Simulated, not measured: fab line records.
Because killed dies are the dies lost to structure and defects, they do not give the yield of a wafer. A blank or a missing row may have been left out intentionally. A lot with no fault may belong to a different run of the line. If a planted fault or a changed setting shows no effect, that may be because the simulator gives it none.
Which tool was responsible? -- flow n5Finfet -- at 1 step of a route of 1938, 10 lots with 28 wafers sampled

== WHAT THE GAUGES SHOWED, per wafer ==
N5_BEOL_M4_RC_MEAS_101. Usual: DIBL_N 37.1 mV/V, standard deviation 1.9; DIBL_P 37.2 mV/V, standard deviation 2.3; IOFF_N 0.18 nA/um, standard deviation 0.04; IOFF_P 0.23 nA/um, standard deviation 0.044; ION_N 682 uA/um, standard deviation 11; ION_P 468 uA/um, standard deviation 8.6; SS_N 71.9 mV/dec, standard deviation 0.68; SS_P 73.5 mV/dec, standard deviation 0.74; VT_N 248 mV, standard deviation 3.4; VT_P -248 mV, standard deviation 3.4.
lot,measured,on,DIBL_N (mV/V),DIBL_P (mV/V),IOFF_N (nA/um),IOFF_P (nA/um),ION_N (uA/um),ION_P (uA/um),SS_N (mV/dec),SS_P (mV/dec),VT_N (mV),VT_P (mV),flag
L677,day 8 02:15,prober-02,39.1 36.4 38.4,38.0 34.9 36.1,0.19 0.14 0.16,0.24 0.20 0.22,673 675 668,463 468 461,72.1 71.3 72.4,74.4 73.4 73.8,250 251 248,-250 -251 -249,
L678,day 8 23:04,prober-02,33.6 35.1 34.7,34.6 36.4 36.5,0.13 0.16 0.15,0.19 0.22 0.22,662 683 676,461 468 475,71.1 71.5 71.6,73.4 74.3 73.2,254 251 252,-249 -245 -249,
L683,day 9 06:25,prober-02,32.9 35.6 34.9,33.4 35.8 34.8,0.11 0.16 0.15,0.16 0.19 0.17,660 679 670,455 461 460,70.7 71.8 72.0,72.0 72.5 72.5,254 248 249,-254 -252 -254,
L682,day 9 08:40,prober-01,33.4 37.4 34.6,32.2 36.3 34.1,0.12 0.18 0.14,0.17 0.22 0.19,669 675 674,460 459 462,71.7 71.8 71.1,71.5 72.9 72.6,251 251 252,-250 -248 -249,
L686,day 10 10:13,prober-01,36.6 34.3 34.6,38.5 37.1 35.9,0.17 0.14 0.14,0.20 0.18 0.17,685 676 675,461 461 456,71.6 70.7 71.0,74.0 73.0 72.0,249 254 251,-254 -251 -255,
L692,day 11 21:11,prober-01,40.2 37.6 39.0,42.0 39.5 39.6,0.26 0.20 0.22,0.30 0.26 0.25,697 687 681,471 465 455,73.5 72.0 72.6,74.6 74.1 74.0,244 246 246,-245 -248 -247,
L693,day 12 01:38,prober-02,38.1 37.3 37.4,37.8 37.4 37.3,0.16 0.18 0.16,0.21 0.22 0.21,685 687 676,469 471 470,71.9 72.5 72.7,73.6 73.9 72.8,250 247 251,-252 -251 -251,
L695,day 12 12:32,prober-01,36.9 37.8,35.7 35.7,0.17 0.19,0.18 0.19,666 670,444 452,73.2 73.0,73.4 73.2,250 251,-256 -253,
L696,day 13 04:58,prober-01,37.6 37.4 41.7,40.2 39.5 43.6,0.21 0.19 0.32,0.29 0.26 0.37,688 681 699,473 464 477,72.1 71.8 73.5,74.6 74.0 75.8,246 247 240,-246 -246 -244,
L698,day 13 06:49,prober-01,36.3 32.8,37.3 33.6,0.19 0.13,0.26 0.20,689 652,471 457,72.2 71.2,73.4 71.7,246 253,-245 -250,

== WHICH TOOL RAN EACH LOT (tool, then ch and the chambers of the sampled wafers, then the start) ==
There is no process step in the record ahead of these readings.

== WHAT THE TOOLS THEMSELVES READ (means of the sampled wafers that have a number; where no wafer has one, the mark that the record gives instead) ==
The record holds no such reading with a usual standard deviation.

== THE ANSWER, worked out from the rows above alone ==
Rule: a lot is off if the mean of its wafers that have a number lies more than 3 standard deviations from the usual mean. A lot without any number at a reading at which 4 lots or more have one is off too. Any other lot the step has rows for is counted as sound. The gauges are gone through in route order, then the tools' own readings, and for those a lot's mean is taken as printed above. The first step at which some lot is off is used, and at that step the reading that is off furthest; a lot without a number counts as furthest.
Across all readings shown, no lot is off: no conclusion can be drawn from this.

== WHAT HAD BEEN PUT IN BY THE SIMULATOR ==
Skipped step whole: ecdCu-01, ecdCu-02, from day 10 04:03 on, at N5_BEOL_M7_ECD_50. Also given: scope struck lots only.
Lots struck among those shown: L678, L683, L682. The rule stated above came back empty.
